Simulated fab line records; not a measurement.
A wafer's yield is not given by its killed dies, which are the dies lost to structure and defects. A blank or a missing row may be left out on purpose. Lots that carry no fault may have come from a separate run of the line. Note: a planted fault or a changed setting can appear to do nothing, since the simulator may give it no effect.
fab line records | flow n5_finfet | part 1 of 2: steps 1 to 17 of 25
record: lots: 5 | wafers: 15 | last_day: 17
route steps=1938 shown MOL_CONTACT_COAG@570
lots with no fault: from the same line, run without faults
start_h: the number of hours between the record's first day and the start of the first shown wafer of the lot | wait_h: hours since the lot's step before | " repeats the value in the row above | L1.1+2: several wafers, shown together as one row | - no value, or no start was given | * or withheld: withheld | < > ~ a bound
route shown NAME@n: NAME is a module with steps in the file, n the number in the route of the first one | usual: mean and standard deviation over wafers with no fault | same: alike in all rows | chamber/n: place in a boat | sites: the reading at each site | _std_site: their standard deviation | _edge_site: outer sites' mean less inner sites' | radius_mm: for every site, how far away it sits from the centre of the wafer | mask NAME#n: copy n | behind: the most recent tool/chamber to have shaped the wafer | hold: reason for holding the lot/hours on hold/outcome of the hold | device: names the non-switching transistor (n, p or np) | end of line: at the end of the route, the tests of the same wafers | a step with no rows: only its recipe | killed: dies that structure and defects cost at the first sort, which is not the same as the wafer's yield | map: dies across one wafer; x = killed, . = not, _ = none there
set.NAME: the setting as run; set.NAME@STEP: as run at that earlier step | model.NAME: the simulator's own value behind a step, which no gauge read
a table for each step, a row for each wafer; lots at some steps of the route
services: from which hour (start_h, from the record's first day; less than 0 if before it) a tool's chamber was out of use, for how many hours, and why
== steps ==
step: N5_MOL_CONTACT_COAG_EXPOSE_81
recipe: mask_id: VG | na: 0.33 | source_shape: annular | sigma_inner: 0.3 | sigma_outer: 0.7 | polarization: unpolarized | defocus_nm: 0 | dose_mj: 59.5
usual: focus_offset_nm: 0.0/0.54
lot.wafer | tool           | chamber | start_h | wait_h | mask | focus_offset_nm
L074.2    | euv_scanner-02 | 0       | 97.70   | -      | VG#0 | 0.0
L074.3    | "              | 0       | "       | "      | VG#0 | 0.9
L074.6    | "              | 0       | "       | "      | VG#0 | 0.9
L080.1    | euv_scanner-02 | 0       | 133.88  | -      | VG#0 | 0.0
L080.4    | "              | 0       | "       | "      | VG#0 | 0.2
L080.6    | "              | 0       | "       | "      | VG#0 | 0.3
L083.1    | euv_scanner-02 | 0       | 158.65  | -      | VG#0 | -0.2
L083.2    | "              | 0       | "       | "      | VG#0 | 0.0
L083.3    | "              | 0       | "       | "      | VG#0 | -0.4
L087.1    | euv_scanner-02 | 0       | 176.08  | -      | VG#0 | -0.3
L087.4    | "              | 0       | "       | "      | VG#0 | -0.7
L087.5    | "              | 0       | "       | "      | VG#0 | -0.5
L091.1    | euv_scanner-01 | 0       | 207.79  | -      | VG#0 | 0.5
L091.3    | "              | 0       | "       | "      | VG#0 | -0.1
L091.6    | "              | 0       | "       | "      | VG#0 | 0.3
step: N5_MOL_CONTACT_COAG_PEB_82
recipe: peb_temp_c: 100 | peb_time_s: 60 | resist: CAR-EUV
usual: heater_power_total_W: 154.0/1.1 | plate_temp_C: 100.03/0.14
lot.wafer | tool           | chamber | start_h | wait_h | heater_power_total_W | plate_temp_C
L074.2    | litho_track-05 | 0       | 97.77   | 0.1    | 154.4                | 100.07
L074.3    | "              | 0       | "       | "      | 152.9                | 100.10
L074.6    | "              | 0       | "       | "      | 154.1                | 100.11
L080.1    | litho_track-03 | 0       | 133.96  | 0.1    | 154.9                | 100.11
L080.4    | "              | 0       | "       | "      | 153.9                | 100.12
L080.6    | "              | 0       | "       | "      | 152.5                | 100.17
L083.1    | litho_track-02 | 0       | 158.73  | 0.1    | 153.3                | 100.09
L083.2    | "              | 0       | "       | "      | 152.4                | 99.88
L083.3    | "              | 0       | "       | "      | 154.3                | 100.08
L087.1    | litho_track-05 | 0       | 176.15  | 0.1    | 154.8                | 99.95
L087.4    | "              | 0       | "       | "      | 155.5                | 100.06
L087.5    | "              | 0       | "       | "      | 155.7                | 100.07
L091.1    | litho_track-03 | 0       | 207.86  | 0.1    | 152.4                | 100.03
L091.3    | "              | 0       | "       | "      | 155.7                | 100.07
L091.6    | "              | 0       | "       | "      | 154.8                | 100.03
step: N5_MOL_CONTACT_COAG_DEVELOP_83
recipe: develop_time_s: 30 | developer: TMAH | resist: CAR-EUV | rinse_liquid: surfactant_rinse | dry: air_spin | dev_temp_c: 23
lot.wafer  | tool           | chamber | start_h | wait_h
L074.2+3+6 | litho_track-05 | 0       | -       | -
L080.1+4+6 | litho_track-03 | 0       | -       | -
L083.1+2+3 | litho_track-02 | 0       | -       | -
L087.1+4+5 | litho_track-05 | 0       | -       | -
L091.1+3+6 | litho_track-03 | 0       | -       | -
step: N5_MOL_CONTACT_COAG_CD_MEAS_84
recipe: target_cd_nm: 25.1 | landing_energy_ev: 500 | detector: se_inlens | polarity: opening
usual: cd_nm: 25.13/0.27
lot.wafer | tool      | chamber | start_h | wait_h | cd_nm
L074.2    | cd_sem-02 | 0       | 97.84   | -      | 25.01
L074.3    | "         | 0       | "       | "      | 25.15
L074.6    | "         | 0       | "       | "      | 25.48
L080.1    | cd_sem-01 | 0       | 134.02  | -      | 25.49
L080.4    | "         | 0       | "       | "      | 24.84
L080.6    | "         | 0       | "       | "      | 24.89
L083.1    | cd_sem-01 | 0       | 158.80  | -      | 24.60
L083.2    | "         | 0       | "       | "      | 24.32
L083.3    | "         | 0       | "       | "      | 24.67
L087.1    | cd_sem-02 | 0       | 176.22  | -      | 25.04
L087.4    | "         | 0       | "       | "      | 25.34
L087.5    | "         | 0       | "       | "      | 25.21
L091.1    | cd_sem-01 | 0       | 207.93  | -      | 24.62
L091.3    | "         | 0       | "       | "      | 24.81
L091.6    | "         | 0       | "       | "      | 25.06
step: N5_MOL_CONTACT_COAG_OVL_MEAS_85
recipe: points_per_wafer: 522
usual: VG_OVL: -0.4/0.69
lot.wafer | tool       | chamber | start_h | wait_h | VG_OVL[nm]
L074.2    | overlay-01 | 0       | 97.87   | 0.0    | -1.0
L074.3    | "          | 0       | "       | "      | -1.4
L074.6    | "          | 0       | "       | "      | -1.7
L080.1    | overlay-01 | 0       | 134.05  | 0.0    | 0.7
L080.4    | "          | 0       | "       | "      | 0.3
L080.6    | "          | 0       | "       | "      | 0.1
L083.1    | overlay-02 | 0       | 158.83  | 0.0    | -1.4
L083.2    | "          | 0       | "       | "      | -1.0
L083.3    | "          | 0       | "       | "      | -0.8
L087.1    | overlay-01 | 0       | 176.25  | 0.0    | -0.9
L087.4    | "          | 0       | "       | "      | -1.1
L087.5    | "          | 0       | "       | "      | -0.3
L091.1    | overlay-02 | 0       | 207.96  | 0.0    | -0.5
L091.3    | "          | 0       | "       | "      | -1.0
L091.6    | "          | 0       | "       | "      | -0.4
step: N5_MOL_CONTACT_COAG_INSPECT_57
recipe: mode: adi | inspect_instrument: brightfield
usual: raw_defect_count: 203/53
lot.wafer | tool              | chamber | start_h | wait_h | raw_defect_count
L074.2    | defect_inspect-02 | -       | 97.92   | 0.0    | 214
L074.3    | "                 | -       | "       | "      | 286
L074.6    | "                 | -       | "       | "      | 275
L080.1    | defect_inspect-01 | -       | 134.11  | 0.1    | 201
L080.4    | "                 | -       | "       | "      | 199
L080.6    | "                 | -       | "       | "      | 171
L083.1    | defect_inspect-01 | -       | 158.89  | 0.1    | 160
L083.2    | "                 | -       | "       | "      | 119
L083.3    | "                 | -       | "       | "      | 170
L087.1    | defect_inspect-01 | -       | 176.31  | 0.1    | 188
L087.4    | "                 | -       | "       | "      | 149
L087.5    | "                 | -       | "       | "      | 200
L091.1    | defect_inspect-02 | -       | 208.02  | 0.1    | 136
L091.3    | "                 | -       | "       | "      | 175
L091.6    | "                 | -       | "       | "      | 197
step: N5_MOL_CONTACT_COAG_DESCUM_88
recipe: chemistry: O2 | time_s: 7 | source_power_w: 50 | bias_power_w: 20 | pressure_mtorr: 20 | rf_frequency_hz: 2.712e+07 | temp_c: 40 | resist: CAR-EUV | o2_flow_sccm: 225
usual: drypump_motor_current_A: 5.6/0.58 | oes_product_au: 0.80/0.096 | rf_vpp_V: 243.5/1.3 | showerhead_plenum_p_Torr: 2.12/0.073 | throttle_valve_pct: 20.40/0.26
same: time_s: 7
lot.wafer | tool        | chamber | start_h | wait_h | drypump_motor_current_A | oes_product_au | rf_hours_counter_h | rf_vpp_V | showerhead_plenum_p_Torr | throttle_valve_pct
L074.2    | rie_diel-02 | 0       | 97.96   | 0.0    | 5.5                     | 0.80           | 98                 | 244.0    | 2.08                     | 20.08
L074.3    | "           | 2       | "       | "      | 4.7                     | 0.81           | 88                 | 244.7    | 2.21                     | 20.09
L074.6    | "           | 1       | "       | "      | 5.3                     | 0.76           | -                  | 243.7    | 2.10                     | 20.31
L080.1    | rie_diel-05 | 0       | 134.15  | 0.0    | 5.5                     | 0.80           | 98                 | 242.1    | 2.02                     | 20.25
L080.4    | "           | 1       | "       | "      | 5.4                     | 0.69           | -                  | 245.5    | 2.10                     | 20.63
L080.6    | "           | 0       | "       | "      | 5.4                     | 0.81           | -                  | 239.9    | 2.02                     | 20.24
L083.1    | rie_diel-06 | 0       | 158.92  | 0.0    | 4.8                     | 0.88           | 42                 | 242.1    | 2.04                     | 20.26
L083.2    | "           | 3       | "       | "      | 5.7                     | 0.70           | 245                | 243.1    | 2.09                     | 20.55
L083.3    | "           | 2       | "       | "      | 6.4                     | 0.95           | 17                 | 245.0    | 2.25                     | 20.39
L087.1    | rie_diel-02 | 1       | 176.41  | 0.1    | 5.3                     | 0.74           | 170                | 242.7    | 2.09                     | 20.34
L087.4    | "           | 3       | "       | "      | 6.4                     | 0.71           | 205                | 242.2    | 2.07                     | 20.57
L087.5    | "           | 2       | "       | "      | 4.7                     | 0.78           | -                  | 244.2    | 2.20                     | 20.10
L091.1    | rie_diel-02 | 0       | 209.08  | 1.1    | 5.5                     | 0.77           | 141                | 242.4    | 2.07                     | 20.15
L091.3    | "           | 3       | "       | "      | 6.5                     | 0.70           | 220                | 242.8    | 2.07                     | 20.58
L091.6    | "           | 3       | "       | "      | 6.5                     | 0.70           | -                  | 240.2    | 2.07                     | 20.59
step: N5_MOL_CONTACT_COAG_ETCH_89
recipe: chemistry: N2/H2 | target: underlayer | target_depth_a: 130 | mask_material: CAR-EUV | time_s: 10.4 | ion_energy_ev: 200 | pressure_mtorr: 30 | source_w: 840 | bias_w: 150 | n2_flow_sccm: 200 | h2_flow_sccm: 200 | ends: cleared
usual: drypump_motor_current_A: 5.6/0.58 | etch_rf_on_time_s: 10.44/0.24 | oes_product_au: 0.68/0.079 | rf_vpp_V: 524.7/2.5 | showerhead_plenum_p_Torr: 2.57/0.077 | throttle_valve_pct: 17.73/0.25
lot.wafer | tool        | chamber | start_h | wait_h | drypump_motor_current_A | etch_rf_on_time_s | oes_product_au | rf_hours_counter_h | rf_vpp_V | showerhead_plenum_p_Torr | throttle_valve_pct
L074.2    | rie_diel-02 | 0       | 97.99   | 0.0    | 5.5                     | 10.09             | 0.71           | 98                 | 524.8    | 2.59                     | 17.77
L074.3    | "           | 2       | "       | "      | 4.7                     | 10.64             | 0.69           | 88                 | 529.0    | 2.65                     | 17.27
L074.6    | "           | 1       | "       | "      | 5.3                     | 10.29             | 0.65           | -                  | 524.2    | 2.54                     | 17.70
L080.1    | rie_diel-05 | 0       | 134.18  | 0.0    | 5.4                     | 10.45             | 0.69           | 98                 | 520.7    | 2.48                     | 17.86
L080.4    | "           | 1       | "       | "      | 5.4                     | 10.33             | 0.60           | -                  | 523.5    | 2.50                     | 17.87
L080.6    | "           | 0       | "       | "      | 5.5                     | 10.46             | 0.69           | -                  | 522.8    | 2.48                     | 17.86
L083.1    | rie_diel-06 | 0       | 158.96  | 0.0    | 4.9                     | 10.35             | 0.75           | 42                 | 522.5    | 2.51                     | 17.93
L083.2    | "           | 3       | "       | "      | 5.7                     | 10.68             | 0.58           | 245                | 521.9    | 2.47                     | 17.65
L083.3    | "           | 2       | "       | "      | 6.4                     | 9.98              | 0.80           | 17                 | 528.6    | 2.70                     | 17.47
L087.1    | rie_diel-02 | 1       | 176.44  | 0.0    | 5.3                     | 10.30             | 0.65           | 170                | 525.0    | 2.53                     | 17.73
L087.4    | "           | 3       | "       | "      | 6.5                     | 10.39             | 0.60           | 205                | 523.3    | 2.53                     | 17.99
L087.5    | "           | 2       | "       | "      | 4.7                     | 10.53             | 0.67           | -                  | 528.1    | 2.64                     | 17.31
L091.1    | rie_diel-02 | 0       | 209.12  | 0.0    | 5.5                     | 10.20             | 0.67           | 141                | 522.9    | 2.57                     | 17.84
L091.3    | "           | 3       | "       | "      | 6.5                     | 10.65             | 0.59           | 220                | 524.8    | 2.52                     | 17.99
L091.6    | "           | 3       | "       | "      | 6.5                     | 10.78             | 0.59           | -                  | 523.9    | 2.52                     | 17.98
step: N5_MOL_CONTACT_COAG_ETCH_90
recipe: chemistry: CF4 | target: SiARC | target_depth_a: 130 | mask_material: CAR-EUV | time_s: 21.7 | ion_energy_ev: 80 | pressure_mtorr: 40 | source_w: 545 | bias_w: 36 | Ar_flow_sccm: 100 | cf4_flow_sccm: 100 | ends: cleared
usual: drypump_motor_current_A: 5.6/0.58 | etch_rf_on_time_s: 21.8/0.53 | oes_product_au: 0.68/0.078 | rf_vpp_V: 184.4/1.1 | showerhead_plenum_p_Torr: 2.16/0.067 | throttle_valve_pct: 15.55/0.21
lot.wafer | tool        | chamber | start_h | wait_h | drypump_motor_current_A | etch_rf_on_time_s | oes_product_au | rf_hours_counter_h | rf_vpp_V | showerhead_plenum_p_Torr | throttle_valve_pct
L074.2    | rie_diel-02 | 0       | 98.01   | 0.0    | 5.5                     | 20.6              | 0.72           | 98                 | 184.8    | 2.15                     | 15.41
L074.3    | "           | 2       | "       | "      | 4.7                     | 22.3              | 0.69           | 88                 | 186.2    | 2.24                     | 15.24
L074.6    | "           | 1       | "       | "      | 5.3                     | 21.5              | 0.65           | -                  | 184.4    | 2.17                     | 15.64
L080.1    | rie_diel-05 | 0       | 134.20  | 0.0    | 5.4                     | 21.8              | 0.69           | 98                 | 183.5    | 2.08                     | 15.46
L080.4    | "           | 1       | "       | "      | 5.4                     | 21.5              | 0.60           | -                  | 184.6    | 2.12                     | 15.68
L080.6    | "           | 0       | "       | "      | 5.5                     | 22.1              | 0.68           | -                  | 183.3    | 2.08                     | 15.46
L083.1    | rie_diel-06 | 0       | 158.98  | 0.0    | 4.8                     | 21.6              | 0.74           | 42                 | 183.9    | 2.09                     | 15.38
L083.2    | "           | 3       | "       | "      | 5.7                     | 21.9              | 0.58           | 245                | 183.6    | 2.11                     | 15.62
L083.3    | "           | 2       | "       | "      | 6.4                     | 21.1              | 0.79           | 17                 | 187.1    | 2.28                     | 15.37
L087.1    | rie_diel-02 | 1       | 176.46  | 0.0    | 5.3                     | 21.8              | 0.64           | 170                | 184.1    | 2.16                     | 15.69
L087.4    | "           | 3       | "       | "      | 6.5                     | 21.4              | 0.61           | 205                | 185.3    | 2.13                     | 15.81
L087.5    | "           | 2       | "       | "      | 4.7                     | 22.3              | 0.66           | -                  | 183.7    | 2.23                     | 15.31
L091.1    | rie_diel-02 | 0       | 209.14  | 0.0    | 5.5                     | 20.9              | 0.68           | 141                | 183.6    | 2.14                     | 15.51
L091.3    | "           | 3       | "       | "      | 6.5                     | 21.8              | 0.59           | 220                | 184.7    | 2.12                     | 15.84
L091.6    | "           | 3       | "       | "      | 6.5                     | 21.7              | 0.59           | -                  | 182.7    | 2.12                     | 15.85
step: N5_MOL_CONTACT_COAG_ALD_131
recipe: material: SiO2 | target_thk_a: 50 | temp_c: 100 | ald_precursor_family: BDEAS | ald_co_reactant: O2-plasma | pulse_time_s: 1 | co_reactant_pulse_time_s: 1 | purge_time_s: 2 | co_reactant_purge_time_s: 2 | ald_cycles: 35 | pressure_torr: 2
usual: heater_power_w: 78/7.3 | precursor_pulse_height_rel: 0.997/0.018
same: co_reactant_pulse_time_s: 1 | purge_time_s: 2
lot.wafer | tool       | chamber | start_h | wait_h | heater_power_w | precursor_pulse_height_rel
L074.2    | ald_sin-01 | 3       | 98.09   | 0.1    | 88             | 1.033
L074.3    | "          | 1       | "       | "      | 79             | 1.000
L074.6    | "          | 2       | "       | "      | 80             | 1.007
L080.1    | ald_sin-03 | 2       | 134.28  | 0.1    | 90             | 0.996
L080.4    | "          | 1       | "       | "      | 75             | 1.006
L080.6    | "          | 3       | "       | "      | 78             | 1.007
L083.1    | ald_sin-01 | 3       | 159.20  | 0.2    | 87             | 0.976
L083.2    | "          | 2       | "       | "      | 83             | 0.996
L083.3    | "          | 0       | "       | "      | 84             | 1.020
L087.1    | ald_sin-01 | 2       | 176.54  | 0.1    | 81             | 0.998
L087.4    | "          | 3       | "       | "      | 88             | 0.972
L087.5    | "          | 3       | "       | "      | 88             | 1.000
L091.1    | ald_sin-03 | 0       | 209.90  | 0.7    | 65             | 0.998
L091.3    | "          | 3       | "       | "      | 73             | 0.992
L091.6    | "          | 3       | "       | "      | 74             | 1.000
step: N5_MOL_CONTACT_COAG_ETCHBACK_132
recipe: chemistry: CHF3 | target: SiO2 | target_depth_a: 100 | time_s: 6.7 | ion_energy_ev: 200 | pressure_mtorr: 30 | source_w: 610 | bias_w: 170 | Ar_flow_sccm: 200 | CHF3_flow_sccm: 50
usual: drypump_motor_current_A: 5.7/0.55 | oes_product_au: 0.81/0.097 | rf_vpp_V: 522/13 | showerhead_plenum_p_Torr: 2.40/0.086 | throttle_valve_pct: 18.62/0.24
same: time_s: 6.7
lot.wafer | tool        | chamber | start_h | wait_h | drypump_motor_current_A | oes_product_au | rf_hours_counter_h | rf_vpp_V | showerhead_plenum_p_Torr | throttle_valve_pct
L074.2    | rie_diel-02 | 3       | 98.27   | 0.1    | 6.4                     | 0.72           | 175                | 504      | 2.36                     | 18.81
L074.3    | "           | 0       | "       | "      | 5.5                     | 0.82           | 98                 | 515      | 2.39                     | 18.50
L074.6    | "           | 3       | "       | "      | 6.4                     | 0.73           | -                  | 505      | 2.36                     | 18.81
L080.1    | rie_diel-02 | 0       | 134.46  | 0.1    | 5.5                     | 0.81           | 113                | 514      | 2.39                     | 18.54
L080.4    | "           | 2       | "       | "      | 4.7                     | 0.80           | 103                | 526      | 2.49                     | 18.36
L080.6    | "           | 2       | "       | "      | 4.7                     | 0.79           | -                  | 525      | 2.49                     | 18.37
L083.1    | rie_diel-02 | 2       | 159.38  | 0.1    | 4.7                     | 0.80           | 112                | 529      | 2.48                     | 18.38
L083.2    | "           | 3       | "       | "      | 6.5                     | 0.70           | 199                | 506      | 2.36                     | 18.84
L083.3    | "           | 0       | "       | "      | 5.5                     | 0.80           | 122                | 515      | 2.38                     | 18.55
L087.1    | rie_diel-06 | 2       | 176.72  | 0.1    | 6.4                     | 0.91           | 24                 | 540      | 2.52                     | 18.44
L087.4    | "           | 0       | "       | "      | 4.8                     | 0.86           | -                  | 535      | 2.29                     | 18.34
L087.5    | "           | 2       | "       | "      | 6.4                     | 0.92           | -                  | 538      | 2.52                     | 18.45
L091.1    | rie_diel-02 | 0       | 210.12  | 0.1    | 5.5                     | 0.78           | 141                | 515      | 2.38                     | 18.57
L091.3    | "           | 3       | "       | "      | 6.5                     | 0.69           | 220                | 507      | 2.35                     | 18.88
L091.6    | "           | 0       | "       | "      | 5.5                     | 0.78           | -                  | 514      | 2.38                     | 18.58
step: N5_MOL_CONTACT_COAG_ETCH_91
recipe: chemistry: N2/H2 | target: SOC | target_depth_a: 600 | overetch_a: 210 | mask_material: SiARC | temp_c: 40 | time_s: 101.2 | ion_energy_ev: 200 | pressure_mtorr: 30 | source_w: 840 | bias_w: 150 | n2_flow_sccm: 200 | h2_flow_sccm: 200
usual: drypump_motor_current_A: 5.7/0.55 | oes_product_au: 0.68/0.077 | rf_vpp_V: 524.3/2.5 | showerhead_plenum_p_Torr: 2.56/0.084 | throttle_valve_pct: 17.73/0.24
same: time_s: 101.2
lot.wafer | tool        | chamber | start_h | wait_h | drypump_motor_current_A | oes_product_au | rf_hours_counter_h | rf_vpp_V | showerhead_plenum_p_Torr | throttle_valve_pct
L074.2    | rie_diel-02 | 3       | 98.31   | 0.0    | 6.5                     | 0.60           | 175                | 523.7    | 2.54                     | 17.89
L074.3    | "           | 0       | "       | "      | 5.5                     | 0.68           | 98                 | 523.8    | 2.58                     | 17.72
L074.6    | "           | 3       | "       | "      | 6.5                     | 0.60           | -                  | 522.6    | 2.54                     | 17.90
L080.1    | rie_diel-02 | 0       | 134.49  | 0.0    | 5.5                     | 0.67           | 113                | 523.6    | 2.58                     | 17.77
L080.4    | "           | 2       | "       | "      | 4.7                     | 0.67           | 103                | 526.9    | 2.65                     | 17.26
L080.6    | "           | 2       | "       | "      | 4.7                     | 0.68           | -                  | 527.9    | 2.65                     | 17.26
L083.1    | rie_diel-02 | 2       | 159.42  | 0.0    | 4.7                     | 0.67           | 112                | 526.4    | 2.64                     | 17.26
L083.2    | "           | 3       | "       | "      | 6.4                     | 0.59           | 199                | 522.6    | 2.53                     | 17.94
L083.3    | "           | 0       | "       | "      | 5.5                     | 0.66           | 122                | 522.7    | 2.57                     | 17.77
L087.1    | rie_diel-06 | 2       | 176.75  | 0.0    | 6.4                     | 0.75           | 24                 | 528.3    | 2.70                     | 17.48
L087.4    | "           | 0       | "       | "      | 4.9                     | 0.72           | -                  | 522.0    | 2.50                     | 17.92
L087.5    | "           | 2       | "       | "      | 6.4                     | 0.75           | -                  | 528.0    | 2.70                     | 17.45
L091.1    | rie_diel-02 | 0       | 210.15  | 0.0    | 5.5                     | 0.65           | 141                | 524.3    | 2.57                     | 17.80
L091.3    | "           | 3       | "       | "      | 6.5                     | 0.58           | 220                | 523.0    | 2.52                     | 17.97
L091.6    | "           | 0       | "       | "      | 5.5                     | 0.65           | -                  | 523.0    | 2.57                     | 17.82
step: N5_MOL_CONTACT_COAG_STRIP_92
recipe: chemistry: N2/H2 | temp_c: 40 | n2_flow_sccm: 200 | h2_flow_sccm: 200 | rf_frequency_hz: 6e+07
lot.wafer  | tool        | chamber | start_h | wait_h
L074.2+3+6 | rie_diel-02 | 3,0,3   | 98.38   | 0.0
L080.1+4+6 | rie_diel-02 | 0,2,2   | 134.56  | 0.0
L083.1+2+3 | rie_diel-02 | 2,3,0   | 159.49  | 0.0
L087.1+4+5 | rie_diel-06 | 2,0,2   | 176.82  | 0.0
L091.1+3+6 | rie_diel-02 | 0,3,0   | 210.22  | 0.0
step: N5_MOL_CONTACT_COAG_STRIP_93
recipe: chemistry: N2/H2 | temp_c: 40 | n2_flow_sccm: 200 | h2_flow_sccm: 200 | rf_frequency_hz: 6e+07
lot.wafer  | tool        | chamber | start_h | wait_h
L074.2+3+6 | rie_diel-02 | 3,0,3   | 98.39   | 0.0
L080.1+4+6 | rie_diel-02 | 0,2,2   | 134.57  | 0.0
L083.1+2+3 | rie_diel-02 | 2,3,0   | 159.50  | 0.0
L087.1+4+5 | rie_diel-06 | 2,0,2   | 176.83  | 0.0
L091.1+3+6 | rie_diel-02 | 0,3,0   | 210.23  | 0.0
step: N5_MOL_CONTACT_COAG_ETCHBACK_135
recipe: chemistry: CHF3 | target: SiO2 | target_depth_a: 250 | time_s: 16.7 | ion_energy_ev: 200 | pressure_mtorr: 30 | source_w: 610 | bias_w: 170 | Ar_flow_sccm: 200 | CHF3_flow_sccm: 50
usual: drypump_motor_current_A: 5.7/0.55 | oes_product_au: 0.81/0.096 | rf_vpp_V: 522/13 | showerhead_plenum_p_Torr: 2.40/0.086 | throttle_valve_pct: 18.63/0.23
same: time_s: 16.7
lot.wafer | tool        | chamber | start_h | wait_h | drypump_motor_current_A | oes_product_au | rf_hours_counter_h | rf_vpp_V | showerhead_plenum_p_Torr | throttle_valve_pct
L074.2    | rie_diel-02 | 3       | 98.40   | 0.0    | 6.4                     | 0.72           | 175                | 506      | 2.36                     | 18.81
L074.3    | "           | 0       | "       | "      | 5.5                     | 0.83           | 98                 | 515      | 2.39                     | 18.51
L074.6    | "           | 3       | "       | "      | 6.5                     | 0.72           | -                  | 506      | 2.36                     | 18.81
L080.1    | rie_diel-02 | 0       | 134.58  | 0.0    | 5.5                     | 0.80           | 113                | 517      | 2.39                     | 18.53
L080.4    | "           | 2       | "       | "      | 4.7                     | 0.79           | 104                | 528      | 2.49                     | 18.38
L080.6    | "           | 2       | "       | "      | 4.7                     | 0.79           | -                  | 526      | 2.49                     | 18.37
L083.1    | rie_diel-02 | 2       | 159.51  | 0.0    | 4.7                     | 0.80           | 112                | 527      | 2.48                     | 18.36
L083.2    | "           | 3       | "       | "      | 6.4                     | 0.70           | 199                | 506      | 2.36                     | 18.85
L083.3    | "           | 0       | "       | "      | 5.5                     | 0.80           | 122                | 517      | 2.38                     | 18.54
L087.1    | rie_diel-06 | 2       | 176.84  | 0.0    | 6.4                     | 0.91           | 24                 | 538      | 2.52                     | 18.46
L087.4    | "           | 0       | "       | "      | 4.9                     | 0.88           | -                  | 536      | 2.29                     | 18.37
L087.5    | "           | 2       | "       | "      | 6.4                     | 0.92           | -                  | 539      | 2.52                     | 18.45
L091.1    | rie_diel-02 | 0       | 210.24  | 0.0    | 5.5                     | 0.78           | 141                | 515      | 2.38                     | 18.59
L091.3    | "           | 3       | "       | "      | 6.5                     | 0.69           | 220                | 505      | 2.35                     | 18.88
L091.6    | "           | 0       | "       | "      | 5.5                     | 0.78           | -                  | 517      | 2.38                     | 18.58
step: N5_MOL_CONTACT_COAG_STRIP_118
recipe: chemistry: CHF3 | resist: SiARC | rf_frequency_hz: 6e+07
lot.wafer  | tool        | chamber | start_h | wait_h
L074.2+3+6 | rie_diel-02 | 3,0,3   | 98.42   | 0.0
L080.1+4+6 | rie_diel-02 | 0,2,2   | 134.61  | 0.0
L083.1+2+3 | rie_diel-02 | 2,3,0   | 159.53  | 0.0
L087.1+4+5 | rie_diel-06 | 2,0,2   | 176.87  | 0.0
L091.1+3+6 | rie_diel-02 | 0,3,0   | 210.27  | 0.0
step: N5_MOL_CONTACT_COAG_VIA_ETCH_46
recipe: chemistry: C4F6/O2 | target_depth_a: 460 | overetch_a: 92 | mask_material: SOC | target: SiO2 | bias_w: 455 | pressure_mtorr: 10 | time_s: 40 | source_w: 325 | Ar_flow_sccm: 300 | C4F6_flow_sccm: 10 | O2_flow_sccm: 10 | ion_energy_ev: 575.3 | ends: end_point
usual: O2_flow_sccm: 10.00/0.03 | drypump_motor_current_A: 5.7/0.56 | oes_product_au: 0.72/0.082 | rf_vpp_V: 1582/37 | showerhead_plenum_p_Torr: 2.86/0.1 | throttle_valve_pct: 40.8/0.52
lot.wafer | tool        | chamber | start_h | wait_h | O2_flow_sccm | drypump_motor_current_A | oes_product_au | rf_hours_counter_h | rf_vpp_V | showerhead_plenum_p_Torr | throttle_valve_pct
L074.2    | rie_diel-02 | 3       | 98.43   | 0.0    | 9.94         | 6.5                     | 0.63           | 175                | 1536     | 2.82                     | 40.7
L074.3    | "           | 0       | "       | "      | 10.02        | 5.5                     | 0.72           | 98                 | 1567     | 2.86                     | 40.5
L074.6    | "           | 3       | "       | "      | 9.98         | 6.5                     | 0.65           | -                  | 1537     | 2.82                     | 40.7
L080.1    | rie_diel-02 | 0       | 134.62  | 0.0    | 10.00        | 5.5                     | 0.72           | 113                | 1566     | 2.85                     | 40.6
L080.4    | "           | 2       | "       | "      | 9.98         | 4.7                     | 0.72           | 104                | 1595     | 2.96                     | 39.9
L080.6    | "           | 2       | "       | "      | 9.98         | 4.7                     | 0.71           | -                  | 1596     | 2.96                     | 39.9
L083.1    | rie_diel-02 | 2       | 159.54  | 0.0    | 10.01        | 4.7                     | 0.71           | 112                | 1593     | 2.96                     | 39.9
L083.2    | "           | 3       | "       | "      | 10.03        | 6.5                     | 0.63           | 199                | 1535     | 2.81                     | 40.7
L083.3    | "           | 0       | "       | "      | 10.00        | 5.5                     | 0.70           | 122                | 1567     | 2.85                     | 40.6
L087.1    | rie_diel-06 | 2       | 176.88  | 0.0    | 9.95         | 6.4                     | 0.80           | 24                 | 1628     | 3.00                     | 40.8
L087.4    | "           | 0       | "       | "      | 9.99         | 4.8                     | 0.77           | -                  | 1618     | 2.74                     | 40.5
L087.5    | "           | 2       | "       | "      | 9.94         | 6.4                     | 0.81           | -                  | 1628     | 3.00                     | 40.8
L091.1    | rie_diel-02 | 0       | 210.28  | 0.0    | 10.03        | 5.5                     | 0.69           | 141                | 1564     | 2.84                     | 40.6
L091.3    | "           | 3       | "       | "      | 10.09        | 6.5                     | 0.62           | 220                | 1533     | 2.80                     | 40.7
L091.6    | "           | 0       | "       | "      | 10.06        | 5.5                     | 0.69           | -                  | 1566     | 2.84                     | 40.6
